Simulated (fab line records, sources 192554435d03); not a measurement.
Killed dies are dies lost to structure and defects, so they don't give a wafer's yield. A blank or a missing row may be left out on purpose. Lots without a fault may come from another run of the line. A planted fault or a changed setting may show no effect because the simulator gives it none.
Which tool did it? | flow n5_finfet | 11 lots, 32 wafers sampled, at 5 steps of a route of 1938

WHAT THE GAUGES READ, wafer by wafer
The record holds no reading of a measuring or inspecting step that can be judged against a usual standard deviation.

WHICH TOOL RAN EACH LOT (tool, then ch and the chambers of the sampled wafers, then the start)
lot  | N5_BEOL_M7_HM_STRIP_39              | N5_PASSIVATION_ETCH_15                        | N5_PASSIVATION_AL_ETCH_33         | N5_PASSIVATION_ETCH_59            | N5_PASSIVATION_PROBE_49
L116 | wet_bench-06 ch 1,2,7, day 9 07:34  | rie_diel-05 ch 1,2, day 11 23:34 or earlier   | rie_metal-01 ch 0,1, day 11 23:34 | rie_metal-01 ch 0,1, day 11 23:52 | prober-02, day 12 04:23
L119 | wet_bench-05 ch 2,4,7, day 10 04:56 | rie_diel-03 ch 1,2,3, day 13 08:05 or earlier | rie_metal-03 ch 0,1, day 13 08:05 | rie_metal-03 ch 0,1, day 13 08:29 | prober-01, day 13 12:47
L121 | wet_bench-05 ch 1,4,6, day 11 00:59 | rie_diel-03 ch 2,3, day 15 20:02 or earlier   | rie_metal-01 ch 0, day 15 20:02   | rie_metal-01 ch 0, day 15 20:26   | prober-02, day 16 01:39
L123 | wet_bench-06 ch 1,2,3, day 11 03:38 | rie_diel-05 ch 1,3, day 14 13:59 or earlier   | rie_metal-02 ch 0,1, day 14 13:59 | rie_metal-02 ch 0,1, day 14 14:23 | prober-02, day 14 18:49
L122 | wet_bench-06 ch 2,3,6, day 11 04:04 | rie_diel-03 ch 0,1,2, day 14 20:56 or earlier | rie_metal-02 ch 0,1, day 14 20:56 | rie_metal-02 ch 0,1, day 14 21:20 | prober-02, day 15 01:48
L127 | wet_bench-05 ch 0,6,7, day 12 19:20 | rie_diel-05 ch 0,1, day 16 11:53 or earlier   | rie_metal-03 ch 0,1, day 16 11:53 | rie_metal-03 ch 0,1, day 16 12:17 | prober-02, day 16 16:53
L128 | wet_bench-05 ch 3,5,7, day 12 19:44 | rie_diel-06 ch 1,2,3, day 17 00:13 or earlier | rie_metal-01 ch 0,1, day 17 00:13 | rie_metal-01 ch 0,1, day 17 00:37 | prober-01, day 17 06:18
L131 | wet_bench-06 ch 4,6, day 13 14:22   | rie_diel-03 ch 1,2, day 17 08:37 or earlier   | rie_metal-03 ch 0,1, day 17 08:37 | rie_metal-03 ch 0,1, day 17 08:55 | prober-01, day 17 13:35
L132 | wet_bench-06 ch 5,6,7, day 13 16:47 | rie_diel-03 ch 0,2, day 17 08:58 or earlier   | rie_metal-01 ch 0,1, day 17 08:58 | rie_metal-01 ch 0,1, day 17 09:22 | prober-02, day 17 15:27
L135 | wet_bench-02 ch 3,4,5, day 13 19:35 | rie_diel-06 ch 1,2, day 17 12:01 or earlier   | rie_metal-03 ch 0,1, day 17 12:01 | rie_metal-03 ch 0,1, day 17 12:25 | prober-01, day 17 17:07
L137 | wet_bench-05 ch 2,5,7, day 15 17:57 | rie_diel-05 ch 1,2,3, day 18 22:41 or earlier | rie_metal-02 ch 0,1, day 18 22:41 | rie_metal-02 ch 0,1, day 18 23:05 | prober-01, day 19 03:25
- N5_BEOL_M7_HM_STRIP_39: strips TiN in peroxide tin strip, target depth 25 nm, time 158 s.
- N5_PASSIVATION_ETCH_15: etches SiCN in CF4/N2, target depth 75 nm, time 81.2 s.
- N5_PASSIVATION_AL_ETCH_33: etches Al in Cl2/BCl3, stops on TaN, target depth 2800 nm, time 466.7 s.
- N5_PASSIVATION_ETCH_59: etches TaN in Cl2/BCl3, target depth 65 nm, time 34.9 s.
- N5_PASSIVATION_PROBE_49

WHAT THE TOOLS THEMSELVES READ (means of the sampled wafers that have a number; where no wafer has one, the mark that the record gives instead)
N5_PASSIVATION_ETCH_15.
lot  | tool        | drypump_motor_current_A (A) | mfc_ar_sccm (sccm) | n2_flow_sccm (sccm) | oes_product_au (a.u.) | rf_vpp_V (V) | showerhead_plenum_p_Torr (Torr) | throttle_valve_pct (%)
L116 | rie_diel-05 | 5.99                        | 100.2              | 59.95               | 0.68                  | 380.8        | 2.16                            | 15.84
L119 | rie_diel-03 | 5.85                        | 100.0              | 60.08               | 0.75                  | 382.0        | 2.24                            | 15.35
L121 | rie_diel-03 | 5.63                        | 100.1              | 59.97               | 0.80                  | 383.2        | 2.25                            | 15.38
L123 | rie_diel-05 | 5.83                        | 100.0              | 60.05               | 0.74                  | 383.2        | 2.26                            | 15.70
L122 | rie_diel-03 | 5.87                        | 99.9               | 60.06               | 0.78                  | 382.8        | 2.28                            | 15.28
L127 | rie_diel-05 | 5.81                        | 100.2              | 60.06               | 0.90                  | 383.5        | 2.25                            | 15.25
L128 | rie_diel-06 | 5.71                        | 100.3              | 59.95               | 0.76                  | 381.8        | 2.19                            | 15.46
L131 | rie_diel-03 | 6.05                        | 99.6               | 60.23               | 0.74                  | 384.6        | 2.29                            | 15.26
L132 | rie_diel-03 | 5.65                        | 100.1              | 60.06               | 0.81                  | 383.2        | 2.26                            | 15.35
L135 | rie_diel-06 | 5.67                        | 100.1              | 60.22               | 0.73                  | 382.7        | 2.21                            | 15.66
L137 | rie_diel-05 | 5.86                        | 99.8               | 59.86               | 0.87                  | 383.8        | 2.28                            | 15.42

N5_PASSIVATION_AL_ETCH_33.
lot  | tool         | drypump_motor_current_A (A) | oes_product_au (a.u.) | throttle_valve_pct (%)
L116 | rie_metal-01 | 6.1                         | 0.68                  | 34.18
L119 | rie_metal-03 | 5.4                         | 0.74                  | 34.29
L121 | rie_metal-01 | 6.3                         | 0.66                  | 34.09
L123 | rie_metal-02 | 6.0                         | 0.86                  | 34.27
L122 | rie_metal-02 | 6.1                         | 0.83                  | 34.17
L127 | rie_metal-03 | 5.5                         | 0.72                  | 34.30
L128 | rie_metal-01 | 5.9                         | 0.67                  | 34.30
L131 | rie_metal-03 | 5.4                         | 0.73                  | 34.34
L132 | rie_metal-01 | 5.9                         | 0.66                  | 34.35
L135 | rie_metal-03 | 5.5                         | 0.72                  | 34.44
L137 | rie_metal-02 | 6.0                         | 0.80                  | 34.32

N5_PASSIVATION_ETCH_59.
lot  | tool         | drypump_motor_current_A (A) | oes_product_au (a.u.) | throttle_valve_pct (%)
L116 | rie_metal-01 | 6.1                         | 0.75                  | 21.01
L119 | rie_metal-03 | 5.4                         | 0.82                  | 21.10
L121 | rie_metal-01 | 6.3                         | 0.74                  | 20.96
L123 | rie_metal-02 | 6.0                         | 0.92                  | 21.07
L122 | rie_metal-02 | 6.1                         | 0.89                  | 21.03
L127 | rie_metal-03 | 5.4                         | 0.80                  | 21.13
L128 | rie_metal-01 | 5.9                         | 0.73                  | 21.11
L131 | rie_metal-03 | 5.5                         | 0.80                  | 21.14
L132 | rie_metal-01 | 5.9                         | 0.73                  | 21.13
L135 | rie_metal-03 | 5.5                         | 0.82                  | 21.19
L137 | rie_metal-02 | 6.0                         | 0.86                  | 21.10

N5_PASSIVATION_PROBE_49.
lot  | tool      | defect_limited_yield (%) | killed_at_M0_to_M3 | killed_at_M4_up | killed_at_contacts | killed_at_front_end | killed_at_other | killed_dies | killed_on_rim | killed_open | killed_short | sort_bin_5_function (%) | sort_bin_6_memory (%) | sort_n_pass | sort_yield_pct (%)
L116 | prober-02 | 91.8                     | 32                 | 15              | 13                 | 37                  | 1               | 97          | 10            | 59          | 37           | 5.3                     | 2.6                   | 1083        | 91.8
L119 | prober-01 | 91.0                     | 29                 | 12              | 20                 | 44                  | 1               | 106         | 17            | 77          | 28           | 5.3                     | 3.5                   | 1074        | 91.0
L121 | prober-02 | 90.4                     | 52                 | 10              | 15                 | 34                  | 2               | 113         | 15            | 73          | 39           | 6.0                     | 3.4                   | 1067        | 90.4
L123 | prober-02 | 87.9                     | 42                 | 31              | 15                 | 51                  | 3               | 143         | 18            | 101         | 40           | 7.3                     | 4.4                   | 1037        | 87.9
L122 | prober-02 | 90.8                     | 31                 | 25              | 11                 | 38                  | 4               | 109         | 14            | 77          | 30           | 5.8                     | 3.1                   | 1071        | 90.8
L127 | prober-02 | 92.1                     | 25                 | 13              | 12                 | 39                  | 4               | 93          | 13            | 60          | 32           | 4.1                     | 3.4                   | 1087        | 92.1
L128 | prober-01 | 91.8                     | 30                 | 15              | 10                 | 37                  | 5               | 97          | 14            | 61          | 36           | 4.9                     | 3.1                   | 1083        | 91.8
L131 | prober-01 | 83.9                     | 20                 | 128             | 8                  | 30                  | 3               | 190         | 19            | 46          | 26           | 9.9                     | 3.1                   | 990         | 83.9
L132 | prober-02 | 80.9                     | 35                 | 121             | 14                 | 49                  | 7               | 226         | 28            | 76          | 39           | 11.9                    | 4.6                   | 954         | 80.9
L135 | prober-01 | 91.3                     | 30                 | 16              | 10                 | 39                  | 8               | 103         | 13            | 70          | 32           | 4.9                     | 3.5                   | 1077        | 91.3
L137 | prober-01 | 92.1                     | 38                 | 16              | 7                  | 30                  | 3               | 93          | 9             | 61          | 31           | 4.7                     | 3.0                   | 1087        | 92.1

THE ANSWER, worked out from the rows above alone
Rule: what is usual is taken from the lots themselves. Put in order of their means at a reading, lots are off if they are a third of the lots or fewer, leave a main group of 4 or more, and stand apart from it by a gap of 3 or more times the standard deviation of the main group's means; of several such gaps the widest counts. A main group whose means are all the same, to the digits that the tables above print for the reading, isn't used. A lot without any number at a reading at which 4 lots or more have one is off too. The other lots that the step has rows for count as sound. The gauges are gone through in route order, then the tools' own readings, and for those a lot's mean is taken as printed above. The first step at which some lot is off is used, and at that step the reading that is off furthest; a lot without a number counts as furthest.
Off: L131, L132, at N5_PASSIVATION_PROBE_49 (killed_at_M4_up). The main group: mean 17, standard deviation 6.3.
A tool fits if, at that step or a process step before it, it ran every lot that is off, and no sound lot after the first of them. N5_PASSIVATION_ETCH_15 gives no start for some lots, so the hours and the order of its lots are those of N5_PASSIVATION_AL_ETCH_33. Can't be told from this: 2 tools fit, wet_bench-06 at N5_BEOL_M7_HM_STRIP_39, rie_diel-03 at N5_PASSIVATION_ETCH_15.

WHAT THE SIMULATOR HAD PUT IN
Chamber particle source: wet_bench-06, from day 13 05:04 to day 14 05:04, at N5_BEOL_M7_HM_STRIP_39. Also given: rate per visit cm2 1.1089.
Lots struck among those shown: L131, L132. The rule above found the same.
